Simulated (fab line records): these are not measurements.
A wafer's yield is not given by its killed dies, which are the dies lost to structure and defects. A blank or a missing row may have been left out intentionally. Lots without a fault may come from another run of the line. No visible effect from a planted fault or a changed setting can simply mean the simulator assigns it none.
Comparing a struck lot with a sound one || flow nand_harc || 14 steps out of a route of 1159
Sound: the wafers L771.2, L771.4, L771.5. Struck: wafer L782.3. (L782.6 of the same lot was not struck and is left out.) The cause comes at the end.
At each step with rows: each side's tool, then ch and its chambers, then its first start. Under that, the readings that differ: sound wafers || struck wafers || difference of the means || sigmas: that difference in standard deviations of wafers without a fault.
alike: words and numbers the same on both sides, and readings whose means are apart by under 2 such deviations; not compared: readings that were withheld, readings missing a value for some wafer, numbers with overlapping values and no deviation given by the record, and bounds like >300 which may hide the same value.
The two part at a step that has a row with sigmas, a row that says differs or no value, or rows on one side only. Numbers that have no deviation but don't overlap get no sigmas and don't part them. A reading missing from all wafers of one side parts the sides only when that side holds two or more wafers.

first, 4 steps without rows for these wafers: NHARC_A_WL_FILL_STRIP_28 (strips in post etch residue remover, time 1200 s); NHARC_A_WL_FILL_PRECLEAN_06 (cleans in DIW, time 300 s); NHARC_A_WL_FILL_SRD_07; NHARC_A_WL_FILL_ANNEAL_08 (time 1800 s).
NHARC_A_WL_FILL_ALD_10: deposits SiO2, target thk 50 nm, pulse time 10 s, ald cycles 500.
  sound on ald_hk-01 ch 0,2,3, day 15 21:18; struck on ald_hk-04 ch 0, day 19 05:12
  alike: heater_power_w, precursor_pulse_height_rel
NHARC_A_WL_FILL_ETCHBACK_16: etches the open film in C4F8/O2/Ar, target depth 88 nm, time 17.6 s.
  sound on rie_diel-08 ch 0,1,2; struck on rie_diel-08 ch 1
  alike: oes_product_au, rf_fwd_power_W, rf_vpp_V, run_length_s
  not compared: rf_hours_counter_h
NHARC_A_WL_FILL_STRIP_29: strips in O2, time 20 s.
  sound on rie_diel-08 ch 0,2, day 16 01:30; struck on rie_diel-08 ch 3, day 19 09:27
{"reading": "showerhead_plenum_p_Torr (Torr)", "sound": "3.66 3.68 3.68", "struck": 3.35, "difference": -0.32, "sigmas": -2}
{"reading": "throttle_valve_pct (%)", "sound": "17.037 17.021 17.038", "struck": 17.050, "difference": "+0.018", "sigmas": "+2"}
  alike: drypump_motor_current_A, o2_flow_sccm, oes_product_au, rf_vpp_V
  not compared: rf_hours_counter_h
NHARC_A_WL_FILL_ETCHBACK_17: etches the open film in Cl2/BCl3, target depth 4 nm, time 26.7 s.
  sound on rie_metal-01 ch 0,1, day 16 01:36; struck on rie_metal-03 ch 0, day 19 09:34
  alike: drypump_motor_current_A, he_backside_leak_sccm, oes_product_au, run_length_s
  not compared: rf_hours_counter_h
then, 3 steps without rows for these wafers: NHARC_A_WL_FILL_PRECLEAN_18 (cleans in dHF, time 30 s); NHARC_A_WL_FILL_SRD_21; NHARC_A_WL_FILL_CVD_23 (deposits poly-Si, target thk 40 nm, time 800 s).
NHARC_A_WL_FILL_ETCHBACK_26: etches the open film in HBr, target depth 52 nm, time 13.3 s.
  sound on rie_si-05 ch 0,2, day 16 06:46; struck on rie_si-06 ch 1, day 19 14:56
{"reading": "drypump_motor_current_A (A)", "sound": "5.3 6.1 6.2", "struck": 4.9, "difference": -1.0, "sigmas": -2}
{"reading": "he_backside_leak_sccm (sccm)", "sound": "2.37 2.39 2.36", "struck": 3.07, "difference": "+0.70", "sigmas": "+3"}
{"reading": "run_length_s (s)", "sound": "34.5 34.0 34.2", "struck": 30.9, "difference": -3.3, "sigmas": -9}
  alike: oes_product_au, throttle_valve_pct
  not compared: rf_fwd_power_W, rf_hours_counter_h
then, 2 steps without rows for these wafers: NHARC_A_WL_FILL_PRECLEAN_30 (cleans in dHF, time 10 s); NHARC_END_SORT_01.

WHERE THEY PART
Earliest at NHARC_A_WL_FILL_STRIP_29; latest, in this record, at NHARC_A_WL_FILL_ETCHBACK_26.

WHY: what the simulator had put in
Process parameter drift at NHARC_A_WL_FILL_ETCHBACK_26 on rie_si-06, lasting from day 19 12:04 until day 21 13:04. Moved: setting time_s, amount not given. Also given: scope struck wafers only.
